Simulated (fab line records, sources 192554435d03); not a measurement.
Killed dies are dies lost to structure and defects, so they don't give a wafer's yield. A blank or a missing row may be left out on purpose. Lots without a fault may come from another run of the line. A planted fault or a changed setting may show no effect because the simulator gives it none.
Split-lot experiment | flow n5_finfet | 7 lots, 21 wafers read, on a route of 1938 steps

THE SPLIT
At N5_BEOL_M13_SPUTTER_43 (material TaN, target thk 15 nm, time 24.19 s), the setting time_s was moved away from the recipe's 24.19 s on 5 of the 21 wafers read, by -11.7% to +5.0%. The other wafers ran this setting at the recipe's value.

The reading is taken at the split's own step.

THE READING
TaN_of_BEOL_M13_SPUTTER_43.thk_nm (the simulator's own value, which no gauge read), in nm, at N5_BEOL_M13_SPUTTER_43 (material TaN, target thk 15 nm, time 24.19 s). The file gives no usual value for it. The 16 wafers here that ran the recipe average 15.1 nm, standard deviation 0.16 nm.

wafer  | tool, chamber at the split | time_s as run, s | against the recipe | TaN_of_BEOL_M13_SPUTTER_43.thk_nm, nm | against lot-mates on the recipe
L077.1 | pvd_sputter-03, -          | 24.19            | recipe             | 15.2                                  | -
L077.5 | pvd_sputter-03, -          | 24.19            | recipe             | 15.2                                  | -
L077.6 | pvd_sputter-03, -          | 21.35            | -11.7%             | 13.6                                  | -1.6
L078.4 | pvd_sputter-03, -          | 22.11            | -8.6%              | 13.6                                  | -1.4
L078.6 | pvd_sputter-03, -          | 22.11            | -8.6%              | 13.6                                  | -1.4
L078.5 | pvd_sputter-03, -          | 24.19            | recipe             | 15                                    | -
L080.1 | pvd_sputter-01, -          | 24.19            | recipe             | 14.8                                  | -
L080.6 | pvd_sputter-01, -          | 24.19            | recipe             | 14.8                                  | -
L080.5 | pvd_sputter-01, -          | 24.19            | recipe             | 15                                    | -
L083.4 | pvd_sputter-01, -          | 24.19            | recipe             | 15                                    | -
L083.5 | pvd_sputter-01, -          | 24.19            | recipe             | 15                                    | -
L083.6 | pvd_sputter-01, -          | 24.19            | recipe             | 15                                    | -
L084.2 | pvd_sputter-02, -          | 24.19            | recipe             | 15.2                                  | -
L084.4 | pvd_sputter-02, -          | 24.19            | recipe             | 15.2                                  | -
L084.6 | pvd_sputter-02, -          | 24.19            | recipe             | 15.2                                  | -
L096.3 | pvd_sputter-03, -          | 25.41            | +5.0%              | 15.8                                  | +0.8
L096.5 | pvd_sputter-03, -          | 24.19            | recipe             | 15                                    | -
L096.6 | pvd_sputter-03, -          | 24.19            | recipe             | 15                                    | -
L097.2 | pvd_sputter-01, -          | 21.51            | -11.1%             | 13.8                                  | -1.5
L097.4 | pvd_sputter-01, -          | 24.19            | recipe             | 15.4                                  | -
L097.5 | pvd_sputter-01, -          | 24.19            | recipe             | 15.2                                  | -

THE FIT
A straight line over all 21 wafers: TaN_of_BEOL_M13_SPUTTER_43.thk_nm changes by +0.139 nm for each +1% of time_s; r = +0.96; the points scatter about the line by 0.18 nm.
The same after taking each lot's own level away (the mean of its wafers on the recipe; 21 wafers): +0.146 nm for each +1%; r = +0.99; scatter 0.079 nm.
On that fit, the largest move of time_s shifts the reading by 1.7 nm.
The lots' own levels span 14.87 to 15.30 nm, that is 2.8 times the standard deviation above.
So the lot-to-lot level changes the slope little: the two slopes agree.
Check: with one of the wafers moved furthest among these (-11.7%) left out of the fit, the line predicts -1.77 nm for it against its lot-mates. It came out at -1.6 nm against them.

OTHER SPLITS ON THESE WAFERS
These wafers also went through other splits before the reading. Each is held against what the fit with the lots' levels taken away leaves over:
other split on the same wafers | wafers away from the commonest value | r with TaN_of_BEOL_M13_SPUTTER_43.thk_nm (lot level and that fit taken away)
N5_BEOL_M8_COAT_05 spin_rpm    | 5                                    | -0.23
N5_BEOL_M10_ILD_DEP_00 time_s  | 8                                    | -0.07
N5_BEOL_M11_ILD_DEP_00 time_s  | 4                                    | -0.36
N5_BEOL_M11_PECVD_70 time_s    | 4                                    | +0.40
N5_BEOL_M12_COAT_04 spin_rpm   | 7                                    | +0.00
N5_BEOL_M12_EXPOSE_07 dose_mj  | 9                                    | +0.11

THE FILE'S OWN FIT
TaN_of_BEOL_M13_SPUTTER_43.thk_nm changes by +0.143 nm for each +1% of time_s, r = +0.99.
